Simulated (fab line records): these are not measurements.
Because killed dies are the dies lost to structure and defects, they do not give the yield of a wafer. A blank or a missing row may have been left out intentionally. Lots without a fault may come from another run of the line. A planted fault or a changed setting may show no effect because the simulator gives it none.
Problem report in the 8D (eight disciplines) form, filled by code || flow nand harc || the parts of the form that need people (team, actions taken, sign-off) are left out

== 1. WHAT WENT WRONG ==
At NHARC_A_WL_FILL_ETCHBACK_17, run length s averages 38.8 s over 2 wafers from 2 lots, while fault-free wafers read 47.9 s, standard deviation 0.58. That is -16 standard deviations from the usual mean.
The step: etches the open film in Cl2/BCl3, target depth 4 nm, time 26.7 s.
The first sign was on wafer L737.3 at day 18 03:17, on rie metal-01. At this step, 37 wafers from 13 lots have a number in the record. By rule, "out" or "out of limits" means more than 4 standard deviations away from the usual mean. Any other wafer with a number is counted as sound.

== 2. WHAT THIS IS AND IS NOT ==
{"question": "which readings at this step", "is": "run length s", "is not": "drypump motor current A, he backside leak sccm, oes product au"}
{"question": "which lots", "is": "L737, L740", "is not": "L728, L729, L730, L731, L742, L743, L744, L748, L749, L750, L751"}
{"question": "which wafers of those lots", "is": "L737.3, L740.3", "is not": "L737.2, L740.6"}
{"question": "read on which tools", "is": "rie metal-01", "is not": "rie metal-02, rie metal-03"}
{"question": "when", "is": "from day 18 03:17", "is not": "up to then (13 sound wafers); but 22 sound wafers of L740, L742, L743, L744, L748, L749, L750, L751 came after"}

== 3. SUSPECTS, AND WHAT RULES EACH OUT ==
Counting: a tool at a process step up to the reading stays a suspect if it ran every lot that is out. Sound lots after the first of them don't rule it out here, since some wafers of a struck lot are sound.
- rie metal-01 at NHARC_A_WL_FILL_ETCHBACK_17 (etches the open film in Cl2/BCl3, target depth 4 nm, time 26.7 s): kept. It processed each lot that is out (first: L737, day 18 03:17); up to then, its last sound lot is L731 (day 16 03:37). Its own run length s readings are out on those wafers.
The count leaves rie metal-01 at NHARC_A_WL_FILL_ETCHBACK_17.

== 4. THE CAUSE (what the simulator had put in) ==
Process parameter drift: rie metal-01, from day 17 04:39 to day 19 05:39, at NHARC_A_WL_FILL_ETCHBACK_17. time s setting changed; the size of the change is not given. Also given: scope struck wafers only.
Counting left only this tool.

== 5. THE EFFECT CHAIN, in route order ==
Each row: a reading where the mean over the struck wafers with a number is more than 3 standard deviations away from the usual. Scope: only readings with a usual standard deviation given in the record; hours: median across lots of the time from each lot's start at the first step in this table that gives one to its start at this step; sigmas: change in usual standard deviations.
{"hours": 0, "step": "NHARC_A_WL_FILL_ETCHBACK_17", "reading": "run length s", "usual": "47.9 s", "on struck wafers": 38.8, "change": -9.1, "sigmas": -16}
Its process steps:
- NHARC_A_WL_FILL_ETCHBACK_17: etches the open film in Cl2/BCl3, target depth 4 nm, time 26.7 s.

== 6. WHAT WOULD HAVE CAUGHT IT SOONER ==
First out-of-limits reading in this record: day 18 03:17, which is 23 hours after fault onset at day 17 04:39.
